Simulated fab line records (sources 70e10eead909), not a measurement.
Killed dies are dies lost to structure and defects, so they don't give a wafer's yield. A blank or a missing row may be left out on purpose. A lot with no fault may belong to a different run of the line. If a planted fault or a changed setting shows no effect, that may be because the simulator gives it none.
Chamber matching	flow nand_harc	NHARC_A_M0_CMP_23 on cmp-01: 3 sister chambers
The step polishes, t overpolish 20 s, target thk 113.75 nm. 18 wafers are shown with their chamber, then 8 later ones without.

== WAFERS, EACH WITH ITS CHAMBER ==
wafer	chamber	motor_current_A (A)	time_to_endpoint_s (s)
L077.1	0	11.8	26
L077.4	2	10.9	27
L077.5	0	12.0	26
L079.1	1	14.6	30
L079.4	0	12.8	22
L079.5	0	11.7	26
L080.1	2	11.9	28
L080.3	1	14.1	27
L080.6	0	12.0	23
L082.1	1	14.0	28
L082.2	2	11.6	26
L082.5	0	11.6	24
L084.3	1	14.1	28
L084.4	2	10.9	27
L084.5	2	11.7	28
L086.1	2	11.2	29
L086.2	1	13.3	28
L086.5	2	11.5	29

SIGNATURES, as means of the wafers listed above
reading	chamber 0	chamber 1	chamber 2	scatter within a chamber
motor_current_A	11.983	14.020	11.386	0.426
time_to_endpoint_s	24.50	28.20	27.71	1.36
Rule: distance of a wafer from a chamber = root of the sum over the readings of ((wafer's reading minus chamber's mean) / reading's scatter) squared. The wafer belongs to the nearest chamber; if the next one is less than 2 further off, it can't be placed. The scatter is the square root of a quotient: the sum, over the shown wafers, of each reading's squared deviation from its chamber's mean, divided by wafers minus chambers.

== WAFERS WITH NO CHAMBER GIVEN ==
wafer	motor_current_A (A)	time_to_endpoint_s (s)
L089.1	11.2	26
L089.4	12.0	21
L087.3	12.4	24
L087.4	14.1	30
L087.5	11.9	25
L094.1	11.6	30
L094.2	11.8	25
L094.5	11.3	29

== THE CHAMBER EACH PASSED THROUGH ==
wafer	from the rows above	in truth
L089.1	can't be placed: 2 or 0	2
L089.4	0	0
L087.3	0	0
L087.4	1	1
L087.5	can't be placed: 0 or 2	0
L094.1	2	2
L094.2	can't be placed: 0 or 2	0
L094.5	2	2
Correct placement for 5 of the 8. Cannot be placed on the basis of these rows: 3; the candidates contain the true chamber in 3. Wrongly placed: 0.
